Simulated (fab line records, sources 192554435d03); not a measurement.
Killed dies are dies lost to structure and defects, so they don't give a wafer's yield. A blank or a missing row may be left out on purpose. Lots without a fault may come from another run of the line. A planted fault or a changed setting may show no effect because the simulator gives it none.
Chamber matching | flow n5_finfet | N5_BEOL_M3_CO_CAP_55 on cvd_co-01: 3 sister chambers
The step material Co, precursor CCTBA/H2, target thk 2 nm, time 102.1 s. 3 wafers are shown with their chamber, then 12 later ones without.

WAFERS WITH THEIR CHAMBER
wafer  | chamber | heater_power_w (W)
L091.3 | 0       | 223
L091.5 | 2       | 195
L091.6 | 1       | 215

WAFERS WITHOUT THEIR CHAMBER
wafer  | heater_power_w (W)
L092.2 | 221
L092.5 | 224
L092.6 | 220
L093.1 | 215
L093.4 | 215
L093.5 | 211
L094.1 | 203
L094.5 | 196
L094.6 | 210
L097.1 | 198
L097.2 | 219
L097.3 | 216

WHICH CHAMBER EACH WENT THROUGH
wafer  | from the rows above     | in truth
L092.2 | can't be placed: 0 or 1 | 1
L092.5 | 0                       | 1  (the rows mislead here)
L092.6 | can't be placed: 0 or 1 | 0
L093.1 | 1                       | 1
L093.4 | 1                       | 1
L093.5 | 1                       | 1
L094.1 | can't be placed: 2 or 1 | 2
L094.5 | 2                       | 2
L094.6 | 1                       | 1
L097.1 | 2                       | 2
L097.2 | can't be placed: 0 or 1 | 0
L097.3 | can't be placed: 1 or 0 | 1
Placed correctly: 6 of 12. Can't be placed from these rows: 5 (the true chamber is among the candidates in 5). Placed wrongly: 1.
How it was worked out, from the rows above alone: a wafer's distance from a chamber is the root of the sum, over the readings, of the square of ((its reading less the chamber's mean) divided by the reading's scatter). The wafer belongs to the nearest chamber; if the next one is less than 2 further off, it can't be placed. A chamber's mean is the mean of its shown wafers. The scatter: with one shown wafer a chamber, the root of the mean of the squares of how far each hidden wafer lies from its nearest shown one.
